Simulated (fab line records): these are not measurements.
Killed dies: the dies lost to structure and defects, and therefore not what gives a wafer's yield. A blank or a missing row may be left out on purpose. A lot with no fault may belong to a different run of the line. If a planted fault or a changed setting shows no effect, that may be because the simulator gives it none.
Chamber matching ; flow n5Finfet ; 4 sister chambers for N5_BEOL_M15_TRENCH_ETCH_34 on rieDiel-02
The step etches SiO2 in C4F8/O2/Ar, target depth 872.93 nm, time 199 s. 4 wafers are shown with their chamber, then 7 later ones without.

## WAFERS, EACH WITH ITS CHAMBER
wafer;chamber;drypumpMotorCurrentA (A)
L085.3;0;5.6
L085.5;1;4.9
L093.1;2;5.4
L093.4;3;6.2

## WAFERS WITHOUT THEIR CHAMBER
wafer;drypumpMotorCurrentA (A)
L093.5;6.1
L096.2;6.2
L096.4;5.4
L096.6;4.9
L094.1;4.9
L094.2;6.2
L094.4;5.6

## WHICH CHAMBER EACH WENT THROUGH
wafer;from the rows above;in truth
L093.5;3;3
L096.2;3;3
L096.4;2;2
L096.6;1;1
L094.1;1;1
L094.2;3;3
L094.4;0;0
Correct placement for 7 of the 7. Can't be placed from these rows: 0. 0 placed wrongly.
How it was worked out, from the rows above alone: a wafer's distance from a chamber is the root of the sum, over the readings, of the square of ((its reading less the chamber's mean) divided by the reading's scatter). The wafer belongs to the nearest chamber; if the next one is less than 2 further off, it can't be placed. The mean given for a chamber averages the wafers shown for that chamber. The scatter: root of mean squared gap, hidden wafer to nearest shown wafer, with one shown wafer a chamber.
